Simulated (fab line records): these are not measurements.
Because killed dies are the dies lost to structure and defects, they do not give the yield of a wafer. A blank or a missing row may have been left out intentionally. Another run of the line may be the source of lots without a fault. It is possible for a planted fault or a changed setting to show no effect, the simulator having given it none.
Chamber matching ; flow n5 finfet ; 4 sister chambers for N5_BEOL_M4_STRIP_19 on rie diel-06
The step strips in O2. 14 wafers are shown with their chamber, then 7 later ones without.

== WAFERS WITH THEIR CHAMBER ==
wafer;chamber;showerhead plenum p Torr (Torr);drypump motor current A (A);oes product au (a.u.)
L077.2;1;2.22;6.5;0.86
L077.3;2;2.01;5.6;0.78
L077.4;3;1.98;6.6;0.68
L076.3;3;1.98;6.6;0.68
L076.5;1;2.22;6.5;0.85
L076.6;2;2.01;5.7;0.77
L080.3;0;2.10;5.9;0.74
L080.4;3;1.97;6.6;0.68
L080.5;0;2.10;5.9;0.74
L082.1;3;1.97;6.6;0.68
L082.4;0;2.10;5.9;0.73
L082.6;0;2.10;5.9;0.73
L083.1;3;1.97;6.6;0.68
L083.4;2;2.00;5.6;0.76

SIGNATURES (averages over the wafers above)
reading;chamber 0;chamber 1;chamber 2;chamber 3;scatter within a chamber
showerhead plenum p Torr;2.1000;2.2200;2.0067;1.9740;0.00432
drypump motor current A;5.900;6.500;5.633;6.600;0.0258
oes product au;0.7350;0.8550;0.7700;0.6800;0.00592
Rule: for each reading, subtract the chamber's mean from the wafer's reading, divide by that reading's scatter and square the result; add these up over the readings and take the root, which gives the wafer's distance from the chamber. If the next closest chamber is less than 2 further off than the closest, the wafer can't be placed; otherwise it belongs to the closest. The scatter is the square root of a quotient: the sum, over the shown wafers, of each reading's squared deviation from its chamber's mean, divided by wafers minus chambers.

== WAFERS WHOSE CHAMBER IS MISSING ==
wafer;showerhead plenum p Torr (Torr);drypump motor current A (A);oes product au (a.u.)
L083.5;2.00;5.7;0.76
L089.1;2.21;6.4;0.83
L089.4;2.10;5.9;0.71
L089.6;2.21;6.4;0.83
L097.3;2.23;6.6;0.93
L097.4;1.99;5.6;0.73
L097.6;2.21;6.5;0.81

== WHICH CHAMBER EACH ONE RAN IN ==
wafer;from the rows above;in truth
L083.5;2;2
L089.1;1;1
L089.4;0;0
L089.6;1;1
L097.3;1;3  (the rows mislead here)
L097.4;2;2
L097.6;1;1
6 of 7 placed correctly. Can't be placed from these rows: 0. Wrongly placed: 1.
